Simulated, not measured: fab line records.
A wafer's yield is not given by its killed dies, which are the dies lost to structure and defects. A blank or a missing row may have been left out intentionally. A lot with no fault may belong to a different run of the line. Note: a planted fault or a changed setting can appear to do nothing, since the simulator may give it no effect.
fab line records    flow nand_harc
record: lots: 6  wafers: 18  last_day: 34
route steps=1302 shown A_ZERO_WELL@403 A_SOURCE_PLATE@413 END@1302
lots with no fault: from the same line, run without faults
start_h: start of the lot's first displayed wafer, in hours after the record's first day    wait_h: hours elapsed since this lot's preceding step    " identical to the entry in the row above    L1.1+2: several wafers, shown together as one row    - no value, or no start was given    * or withheld: withheld    < > ~ a bound
route shown NAME@n: NAME is a module with steps in the file, n the number in the route of the first one    usual: the fault-free wafers' mean and standard deviation    same: alike in all rows    chamber/n: place in a boat    sites: each site's reading    _std_site: the values' standard deviation    _edge_site: inner sites' mean taken away from outer sites' mean    radius_mm: how far each site lies from the wafer's centre    mask NAME#n: copy n    behind: the last tool/chamber to shape the wafer    hold: why the lot went on hold/how many hours it stayed there/how the hold came to an end    device: the transistor (n, p or np) that didn't switch    end of line: tests of these same wafers at the route's end    a step given without rows: its recipe and nothing more    killed: the dies lost at the first sort to structure and to defects; this is not the yield of the wafer    map: dies across one wafer; x = killed, . = not, _ = none there
set.NAME: the setting that was run; set.NAME@STEP: the one run at that earlier step    model.NAME: the simulator's own value behind a step, which no gauge read
lots seen at some steps along the route; tables by step, rows by wafer
services: a tool's chamber out of use, with start hour (start_h, from the record's first day; less than 0 if before it), hours out, and reason
== steps ==
step: NHARC_A_ZERO_WELL_DESCUM_12
recipe: time_s: 3  o2_flow_sccm: 200  ar_flow_sccm: 0  bias_power_w: 0  chemistry: O2
usual: drypump_motor_current_A: 5.6/0.57  oes_product_au: 1.000/0.0098  rf_vpp_V: 57.9/0.8  showerhead_plenum_p_Torr: 1.94/0.088  throttle_valve_pct: 11.310/0.01
lot.wafer  tool         chamber  start_h  wait_h  drypump_motor_current_A  oes_product_au  rf_hours_counter_h  rf_vpp_V  showerhead_plenum_p_Torr  throttle_valve_pct
L727.4     rie_diel-09  2        159.13   -       6.0                      0.984           1                   56.3      1.77                      11.315
L727.6     "            1        "        "       6.3                      0.996           -                   57.6      1.82                      11.293
L727.5     "            2        "        "       6.0                      0.984           -                   57.1      1.77                      11.315
L729.1     rie_diel-09  1        183.65   -       6.3                      0.987           5                   56.2      1.82                      11.302
L729.3     "            3        "        "       5.7                      1.005           5                   58.0      1.90                      11.311
L729.6     "            1        "        "       6.3                      0.986           -                   58.3      1.82                      11.313
L731.4     rie_diel-09  2        206.67   -       6.0                      1.003           10                  57.5      1.77                      11.331
L731.1     "            3        "        "       5.7                      1.010           10                  57.0      1.90                      11.313
L731.2     "            1        "        "       6.3                      0.999           9                   58.2      1.82                      11.302
L735.4     rie_diel-07  0        246.36   -       5.0                      0.992           4                   57.1      1.98                      11.299
L735.2     "            2        "        "       6.5                      0.989           4                   57.7      1.93                      11.314
L735.5     "            1        "        "       5.4                      1.003           -                   58.5      1.86                      11.314
L736.2     rie_diel-07  2        253.32   -       6.5                      0.993           4                   58.5      1.93                      11.322
L736.4     "            0        "        "       5.1                      0.997           4                   57.6      1.98                      11.306
L736.6     "            2        "        "       6.5                      0.999           -                   57.3      1.93                      11.300
L748.4     rie_diel-07  2        376.03   -       6.5                      0.990           2                   57.5      1.93                      11.300
L748.3     "            3        "        "       5.0                      1.006           2                   58.1      2.05                      11.305
L748.6     "            2        "        "       6.5                      0.992           -                   57.4      1.93                      11.294
step: NHARC_A_ZERO_WELL_ETCH_19
recipe: target_depth_a: 800  overetch_a: 240  time_s: 87.88  ion_energy_ev: 200  n2_flow_sccm: 150  h2_flow_sccm: 150  ar_flow_sccm: 0  rf_w: 400  bias_w: 150  chemistry: N2/H2
usual: drypump_motor_current_A: 5.6/0.55  n2_flow_sccm: 150.0/0.45  oes_product_au: 1.000/0.0097  rf_vpp_V: 430.8/2.7  showerhead_plenum_p_Torr: 2.06/0.095  throttle_valve_pct: 14.172/0.0093
lot.wafer  tool         chamber  start_h  wait_h  drypump_motor_current_A  n2_flow_sccm  oes_product_au  rf_hours_counter_h  rf_vpp_V  showerhead_plenum_p_Torr  throttle_valve_pct
L727.4     rie_diel-09  1        159.22   0.1     6.4                      150.1         0.997           1                   427.2     1.94                      14.172
L727.5     "            2        "        "       6.0                      150.1         0.996           -                   426.4     1.89                      14.181
L727.6     "            3        "        "       5.7                      150.3         1.003           -                   429.2     2.03                      14.167
L729.1     rie_diel-09  1        183.74   0.1     6.3                      149.2         1.005           5                   428.9     1.94                      14.156
L729.3     "            2        "        "       6.0                      150.0         1.010           5                   425.7     1.89                      14.183
L729.6     "            3        "        "       5.7                      150.4         1.008           -                   429.4     2.03                      14.171
L731.2     rie_diel-09  1        206.76   0.1     6.3                      150.4         0.996           9                   426.3     1.94                      14.166
L731.1     "            2        "        "       6.0                      150.2         0.998           10                  427.4     1.88                      14.173
L731.4     "            3        "        "       5.7                      149.8         0.998           10                  431.9     2.03                      14.173
L735.4     rie_diel-07  0        246.45   0.1     5.1                      149.9         1.004           4                   431.8     2.11                      14.161
L735.2     "            2        "        "       6.5                      149.9         0.988           4                   430.2     2.06                      14.169
L735.5     "            0        "        "       5.1                      149.4         1.000           -                   433.7     2.11                      14.171
L736.2     rie_diel-07  3        253.40   0.1     5.1                      149.9         1.001           4                   434.8     2.19                      14.176
L736.4     "            1        "        "       5.4                      150.0         1.010           3                   427.9     1.98                      14.185
L736.6     "            0        "        "       5.1                      149.5         0.998           -                   432.6     2.11                      14.161
L748.3     rie_diel-07  1        376.11   0.1     5.4                      150.1         1.008           2                   429.0     1.98                      14.179
L748.4     "            3        "        "       5.1                      149.9         0.997           2                   434.9     2.19                      14.171
L748.6     "            1        "        "       5.4                      149.5         1.008           -                   428.6     1.98                      14.188
step: NHARC_A_ZERO_WELL_ETCH_13
recipe: target_depth_a: 1200  time_s: 40.1  hbr_flow_sccm: 150  cl2_flow_sccm: 50  rf_w: 400  icp_w: 400  bias_w: 100  chemistry: HBr/Cl2
usual: drypump_motor_current_A: 5.8/0.45  oes_product_au: 1.002/0.0093  throttle_valve_pct: 26.404/0.0094
lot.wafer  tool       chamber  start_h  wait_h  drypump_motor_current_A  oes_product_au  rf_hours_counter_h  throttle_valve_pct
L727.4     rie_si-02  0        159.38   -       6.1                      0.997           0.4                 26.396
L727.5     "          1        "        "       4.9                      1.001           -                   26.396
L727.6     "          2        "        "       6.0                      1.018           -                   26.406
L729.1     rie_si-01  1        183.84   -       5.5                      1.009           0.9                 26.397
L729.3     "          0        "        "       6.0                      1.006           0.9                 26.403
L729.6     "          1        "        "       5.5                      1.012           -                   26.403
L731.1     rie_si-01  0        206.88   -       6.0                      0.997           0.0                 26.407
L731.2     "          1        "        "       5.5                      1.005           0.0                 26.405
L731.4     "          2        "        "       5.8                      0.995           0.0                 26.412
L735.2     rie_si-01  0        246.56   -       6.0                      1.006           0.2                 26.409
L735.4     "          1        "        "       5.5                      1.003           0.3                 26.430
L735.5     "          0        "        "       6.0                      1.014           -                   26.396
L736.4     rie_si-01  2        253.55   -       5.8                      1.008           0.4                 26.392
L736.2     "          3        "        "       5.3                      0.985           0.3                 26.386
L736.6     "          2        "        "       5.8                      1.011           -                   26.412
L748.3     rie_si-04  1        376.23   -       6.7                      1.013           0.2                 26.393
L748.4     "          2        "        "       5.9                      1.013           0.2                 26.418
L748.6     "          2        "        "       6.0                      1.020           -                   26.402
step: NHARC_A_ZERO_WELL_STRIP_14
recipe: time_s: 900  temp_c: 130  chemistry: SPM
step: NHARC_A_ZERO_WELL_IMPLANT_15
recipe: energy_kev: 150  dose_cm2: 1e+13  tilt_deg: 7
step: NHARC_A_ZERO_WELL_PRECLEAN_22
recipe: time_s: 60  temp_c: 50  bath_age_min: 0  chemistry: SC1
step: NHARC_A_ZERO_WELL_SRD_23
step: NHARC_A_ZERO_WELL_RTA_16
recipe: temp_c: 1000  time_s: 10
usual: lamp_power_pct: 30.8/2  lamp_zone_5_pct: 30.8/2  wafer_temp_C_max: 1003.2/0.72
lot.wafer  tool           chamber  start_h  wait_h  lamp_power_pct  lamp_zone_5_pct  wafer_temp_C_max
L727.4     rtp_anneal-02  0        160.33   -       32.6            32.6             1004.1
L727.5     "              0        "        "       32.7            32.6             1003.6
L727.6     "              0        "        "       32.6            32.7             1003.9
L729.1     rtp_anneal-01  0        184.74   -       28.6            28.7             1002.1
L729.3     "              0        "        "       28.7            28.6             1002.6
L729.6     "              0        "        "       28.7            28.7             1002.4
L731.1     rtp_anneal-02  0        207.82   0.1     32.7            32.7             1004.0
L731.2     "              0        "        "       32.7            32.7             1002.6
L731.4     "              0        "        "       32.7            32.7             1003.4
L735.2     rtp_anneal-01  0        247.49   -       28.7            28.7             1002.5
L735.4     "              0        "        "       28.6            28.6             1002.2
L735.5     "              0        "        "       28.6            28.6             1002.1
L736.2     rtp_anneal-01  0        254.48   -       28.6            28.6             1003.5
L736.4     "              0        "        "       28.7            28.6             1003.1
L736.6     "              0        "        "       28.7            28.7             1001.8
L748.3     rtp_anneal-02  0        377.77   -       32.7            32.6             1003.4
L748.4     "              0        "        "       32.7            32.6             1005.6
L748.6     "              0        "        "       32.6            32.7             1003.3
step: NHARC_A_ZERO_WELL_INSPECT_17
usual: raw_defect_count: 10/4.9
lot.wafer  tool               chamber  start_h  wait_h  raw_defect_count
L727.4     defect_inspect-02  -        160.44   0.1     7
L727.5     "                  -        "        "       5
L727.6     "                  -        "        "       6
L729.1     defect_inspect-01  -        184.93   0.2     5
L729.3     "                  -        "        "       9
L729.6     "                  -        "        "       9
L731.1     defect_inspect-01  -        208.02   0.2     4
L731.2     "                  -        "        "       8
L731.4     "                  -        "        "       4
L735.2     defect_inspect-02  -        247.66   0.1     13
L735.4     "                  -        "        "       6
L735.5     "                  -        "        "       18
L736.2     defect_inspect-01  -        254.65   0.1     14
L736.4     "                  -        "        "       7
L736.6     "                  -        "        "       14
L748.3     defect_inspect-02  -        377.92   0.1     7
L748.4     "                  -        "        "       12
L748.6     "                  -        "        "       11
step: NHARC_A_SOURCE_PLATE_PRECLEAN_00
recipe: time_s: 60  chemistry: HF-LAST
step: NHARC_A_SOURCE_PLATE_SRD_01
step: NHARC_A_SOURCE_PLATE_OXIDE_02
recipe: target_thk_a: 100  temp_c: 900  ox_time_s: 1362  material: SiO2
usual: spike_tc_upper_C: 901.0/1.5  zone_power_bottom_pct: 29.0/0.93
lot.wafer  tool        chamber  start_h  wait_h  spike_tc_upper_C  zone_power_bottom_pct
L727.4     furnace-02  0        163.53   -       900.4             28.9
L727.5     "           0        "        "       902.0             28.5
L727.6     "           0        "        "       902.7             28.6
L729.1     furnace-08  0        187.84   -       900.6             29.8
L729.3     "           0        "        "       902.0             29.7
L729.6     "           0        "        "       902.0             30.0
L731.1     furnace-02  0        210.78   -       903.7             28.5
L731.2     "           0        "        "       901.4             28.4
L731.4     "           0        "        "       903.3             28.9
L735.2     furnace-02  0        254.44   -       902.4             28.4
L735.4     "           0        "        "       902.3             28.3
L735.5     "           0        "        "       901.1             28.5
L735.2     furnace-02  0        260.44   2.3     902.5             28.5
L735.4     "           0        "        "       901.5             27.9
L735.5     "           0        "        "       903.3             28.7
L736.2     furnace-02  0        260.44   -       902.3             28.5
L736.4     "           0        "        "       903.4             28.4
L736.6     "           0        "        "       902.9             28.7
L736.2     furnace-08  0        266.82   2.7     899.5             29.6
L736.4     "           0        "        "       901.1             30.0
L736.6     "           0        "        "       900.2             30.0
L748.3     furnace-08  0        381.16   -       900.4             30.2
L748.4     "           0        "        "       900.0             30.1
L748.6     "           0        "        "       901.7             29.1
step: NHARC_A_SOURCE_PLATE_THK_MEAS_09
recipe: thk_meas_gauge: ellipsometry
usual: thk_nm: 9.8/1.1
lot.wafer  tool           chamber  start_h  wait_h  thk_nm
L727.4     film_metro-01  -        167.54   0.4     9.8
L727.5     "              -        "        "       9.0
L727.6     "              -        "        "       12.1
L729.1     film_metro-02  -        191.90   0.4     10.4
L729.3     "              -        "        "       10.3
L729.6     "              -        "        "       9.6
L731.1     film_metro-02  -        214.81   0.4     8.8
L731.2     "              -        "        "       9.7
L731.4     "              -        "        "       10.3
L735.2     film_metro-01  -        264.80   0.7     14.4
L735.4     "              -        "        "       13.8
L735.5     "              -        "        "       12.9
L735.2     film_metro-01  -        264.98   0.2     15.2
L735.4     "              -        "        "       15.2
L735.5     "              -        "        "       15.2
L736.2     film_metro-01  -        271.19   0.7     15.3
L736.4     "              -        "        "       16.5
L736.6     "              -        "        "       17.1
L736.2     film_metro-01  -        271.36   0.2     14.4
L736.4     "              -        "        "       15.3
L736.6     "              -        "        "       16.1
L748.3     film_metro-01  -        385.19   0.4     9.3
L748.4     "              -        "        "       10.4
L748.6     "              -        "        "       9.1
step: NHARC_A_SOURCE_PLATE_PVD_04
recipe: target_thk_a: 500  material: WSi2
step: NHARC_END_SORT_01
recipe: temp_c: 25
usual: killed_at_array: 55/17  killed_at_other: 1.1/1.6  killed_at_periphery: 3.8/2.5  killed_dies: 60/18  killed_open: 3.3/1.9  killed_short: 2.5/1.7
same: gross_dies: 677
lot.wafer  tool       chamber  start_h  wait_h  killed_at_array  killed_at_other  killed_at_periphery  killed_dies  killed_open  killed_short
L727.4     prober-02  0        574.85   3.4     57               0                2                    59           4            2
L727.5     prober-02  0        575.64   3.7     64               0                2                    66           2            2
L727.6     prober-02  0        576.44   4.0     73               0                2                    75           7            1
L729.1     prober-01  0        601.64   2.5     64               2                0                    66           0            0
L729.3     prober-01  0        603.22   3.1     71               3                1                    75           2            1
L729.6     prober-01  0        605.58   3.9     57               0                1                    58           3            4
L731.1     prober-01  0        632.22   2.5     71               0                1                    72           2            9
L731.2     prober-01  0        633.02   2.8     51               1                6                    58           5            4
L731.4     prober-01  0        634.60   3.4     55               0                1                    56           3            4
L736.2     prober-02  0        668.31   2.8     63               2                3                    68           4            3
L736.4     prober-02  0        669.91   3.4     70               1                0                    71           1            2
L736.6     prober-02  0        671.51   4.0     53               0                2                    55           2            1
L735.2     prober-01  0        668.46   2.8     34               0                4                    38           4            0
L735.4     prober-01  0        670.08   3.4     54               1                5                    60           5            1
L735.5     prober-01  0        670.89   3.7     32               1                3                    36           5            3
L748.3     prober-02  0        802.06   3.1     40               1                2                    43           1            4
L748.4     prober-02  0        802.86   3.4     59               0                3                    62           3            1
L748.6     prober-02  0        804.46   4.0     42               0                3                    45           2            2
killed by level:class
L727.4 A_CHANNEL_HOLE_D2:chamber_film_flake=23 A_CHANNEL_HOLE_D1:chamber_film_flake=17 A_CONTACT:chamber_film_flake=8 A_CHANNEL_HOLE_D1:geometric_particle:open=1 A_ONON_D2:geometric_particle:open=1 A_CHANNEL_FILL_D2:geometric_particle:short=1 A_WL_FILL:geometric_particle:short=1 A_WL_FILL:geometric_particle:open=1
L727.5 A_CHANNEL_HOLE_D1:chamber_film_flake=33 A_CHANNEL_HOLE_D2:chamber_film_flake=21 A_CONTACT:chamber_film_flake=5 A_STAIRCASE:chamber_film_flake=2 P_GATE:geometric_particle:short=1 P_CONTACT:geometric_particle:open=1 A_CHANNEL_FILL_D1:geometric_particle:short=1 A_ONON_D2:geometric_particle:open=1
L727.6 A_CHANNEL_HOLE_D2:chamber_film_flake=28 A_CHANNEL_HOLE_D1:chamber_film_flake=26 A_CONTACT:chamber_film_flake=9 P_GATE:geometric_particle:open=2 A_DECK1_JOINT:geometric_particle:open=1 A_ONON_D2:geometric_particle:open=1 A_CHANNEL_FILL_D2:geometric_particle:open=1 A_WL_FILL:geometric_particle:short=1
L729.1 A_CHANNEL_HOLE_D2:chamber_film_flake=28 A_SLIT:chamber_film_flake=16 A_CONTACT:chamber_film_flake=7 A_CHANNEL_HOLE_D1:chamber_film_flake=6 A_SGD_CUT:chamber_film_flake=3 A_DECK1_JOINT:chamber_film_flake=2 A_STAIRCASE:chamber_film_flake=2 THIN_TSV:chamber_film_flake=2
L729.3 A_CHANNEL_HOLE_D2:chamber_film_flake=28 A_SLIT:chamber_film_flake=22 A_CONTACT:chamber_film_flake=9 A_STAIRCASE:chamber_film_flake=5 A_CHANNEL_HOLE_D1:chamber_film_flake=4 THIN_TSV:chamber_film_flake=3 A_CHANNEL_FILL_D1:geometric_particle:open=1 A_ONON_D2:geometric_particle:open=1
L729.6 A_CHANNEL_HOLE_D2:chamber_film_flake=22 A_SLIT:chamber_film_flake=18 A_CONTACT:chamber_film_flake=8 A_ONON_D2:geometric_particle:short=2 A_ONON_D1:geometric_particle:open=1 A_DECK1_JOINT:geometric_particle:short=1 A_ONON_D2:geometric_particle:open=1 A_WL_FILL:geometric_particle:short=1
L731.1 A_CHANNEL_HOLE_D2:chamber_film_flake=33 A_SLIT:chamber_film_flake=18 A_CHANNEL_HOLE_D1:chamber_film_flake=5 A_WL_FILL:geometric_particle:short=3 A_DECK1_JOINT:geometric_particle:short=2 A_ONON_D2:geometric_particle:short=2 A_STAIRCASE:chamber_film_flake=2 P_GATE:geometric_particle:open=1
L731.2 A_CHANNEL_HOLE_D2:chamber_film_flake=22 A_SLIT:chamber_film_flake=19 P_ZERO_WELL:chamber_film_flake=2 P_GATE:geometric_particle:short=1 P_GATE:geometric_particle:open=1 P_M1:geometric_particle:short=1 P_M2:geometric_particle:open=1 A_SOURCE_PLATE:geometric_particle:open=1
L731.4 A_CHANNEL_HOLE_D2:chamber_film_flake=23 A_SLIT:chamber_film_flake=17 A_CHANNEL_HOLE_D1:chamber_film_flake=2 A_M1:chamber_film_flake=2 A_CHANNEL_HOLE_D1:geometric_particle:open=1 A_CHANNEL_FILL_D1:geometric_particle:open=1 A_DECK1_JOINT:geometric_particle:open=1 A_ONON_D2:geometric_particle:short=1
L736.2 A_CHANNEL_HOLE_D1:chamber_film_flake=24 A_SLIT:chamber_film_flake=22 A_CHANNEL_FILL_D1:chamber_film_flake=4 P_ZERO_WELL:chamber_film_flake=2 A_WL_FILL:chamber_film_flake=2 THIN_TSV:chamber_film_flake=2 P_CONTACT:geometric_particle:open=1 A_CHANNEL_FILL_D1:geometric_particle:open=1
L735.2 A_SLIT:chamber_film_flake=11 A_CHANNEL_HOLE_D2:chamber_film_flake=6 A_CONTACT:chamber_film_flake=6 A_DECK1_JOINT:chamber_film_flake=3 A_STAIRCASE:chamber_film_flake=3 P_GATE:chamber_film_flake=2 A_ZERO_WELL:chamber_film_flake=2 P_CONTACT:geometric_particle:open=1
L736.4 A_CHANNEL_HOLE_D1:chamber_film_flake=34 A_SLIT:chamber_film_flake=31 A_DECK1_JOINT:geometric_particle:short=1 A_M0:geometric_particle:open=1 A_M1:geometric_particle:short=1 A_DECK1_JOINT:chamber_film_flake=1 A_WL_FILL:chamber_film_flake=1 THIN_TSV:chamber_film_flake=1
L735.4 A_SLIT:chamber_film_flake=23 A_CHANNEL_HOLE_D2:chamber_film_flake=14 A_CONTACT:chamber_film_flake=6 P_GATE:chamber_film_flake=5 A_ONON_D2:geometric_particle:open=2 A_CHANNEL_HOLE_D1:chamber_film_flake=2 A_ONON_D1:geometric_particle:open=1 A_DECK1_JOINT:geometric_particle:open=1
L735.5 A_SLIT:chamber_film_flake=14 A_CHANNEL_HOLE_D2:chamber_film_flake=4 A_CONTACT:chamber_film_flake=4 P_CONTACT:geometric_particle:open=2 A_STAIRCASE:chamber_film_flake=2 A_ONON_D1:geometric_particle:short=1 A_CHANNEL_FILL_D1:geometric_particle:short=1 A_ONON_D2:geometric_particle:open=1
L736.6 A_CHANNEL_HOLE_D1:chamber_film_flake=30 A_SLIT:chamber_film_flake=18 P_BONDPAD:chamber_film_flake=2 A_ONON_D1:geometric_particle:short=1 A_ONON_D2:geometric_particle:open=1 A_M0:geometric_particle:open=1 A_DECK1_JOINT:chamber_film_flake=1 A_CHANNEL_HOLE_D2:chamber_film_flake=1
L748.3 A_CHANNEL_HOLE_D2:chamber_film_flake=11 A_CHANNEL_HOLE_D1:chamber_film_flake=10 A_CONTACT:chamber_film_flake=8 A_SLIT:chamber_film_flake=4 A_BLC:chamber_film_flake=2 P_GATE:geometric_particle:short=1 P_M0:geometric_particle:short=1 A_CHANNEL_FILL_D1:geometric_particle:short=1
L748.4 A_CHANNEL_HOLE_D2:chamber_film_flake=25 A_CHANNEL_HOLE_D1:chamber_film_flake=14 A_SLIT:chamber_film_flake=6 A_CONTACT:chamber_film_flake=5 A_BLC:chamber_film_flake=4 A_ZERO_WELL:chamber_film_flake=2 P_M0:geometric_particle:open=1 P_M2:geometric_particle:open=1
L748.6 A_CHANNEL_HOLE_D2:chamber_film_flake=16 A_SLIT:chamber_film_flake=9 A_CONTACT:chamber_film_flake=7 A_CHANNEL_HOLE_D1:chamber_film_flake=6 P_STI:geometric_particle:short=1 P_M0:geometric_particle:open=1 A_ONON_D2:geometric_particle:open=1 A_BLC:geometric_particle:short=1
== services ==
tool           chamber  start_h  hours  kind
rie_diel-09    -        143.14   9.0    pm
rie_si-04      3        162.23   2.7    repair
rie_si-04      -        165.00   9.0    pm
rie_diel-07    2        178.74   2.4    repair
rie_si-01      -        193.00   9.0    pm
rie_diel-09    1        194.09   8.9    repair
rie_diel-09    -        213.16   62.6   repair
rie_diel-07    1        220.21   19.6   repair
rie_si-01      1        237.20   1.2    repair
rie_diel-07    0        248.40   2.5    repair
rie_si-02      -        269.95   0.8    repair
furnace-08     -        271.62   7.6    repair
rie_si-02      -        277.00   9.0    pm
rie_diel-07    1        282.79   3.9    repair
rie_diel-07    -        294.20   9.0    pm
furnace-02     -        309.02   14.0   repair
rie_diel-07    -        313.94   1.2    repair
rie_si-04      3        314.55   7.8    repair
rie_diel-09    -        320.14   9.0    pm
rie_diel-07    -        347.35   0.1    repair
rie_si-01      1        363.31   14.0   repair
rie_diel-09    0        366.54   1.5    repair
rie_si-01      -        370.00   9.0    pm
rtp_anneal-01  -        372.00   12.0   pm
== key ==
first_sign: step: NHARC_A_SOURCE_PLATE_OXIDE_02  reading: visit  direction: added
effect: step: NHARC_A_SOURCE_PLATE_THK_MEAS_09  reading: visit  direction: added
met_at NHARC_A_SOURCE_PLATE_OXIDE_02
struck_wafers L735.2,L735.4,L735.5,L736.2,L736.4,L736.6
tester_left_out L735,L736
fault: kind: repeated_step_whole  tool: furnace-02,furnace-05,furnace-08  chamber: -  onset_h: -  steps: NHARC_A_SOURCE_PLATE_OXIDE_02  times: 1  scope: struck_lots_only
tester_left_out: of these lots the tester's yield and bins aren't shown, on N5 and GAA mostly nor the transistor test; their killed dies are dies lost to structure and defects alone, not to doping, threshold or leakage, so they don't give the yield
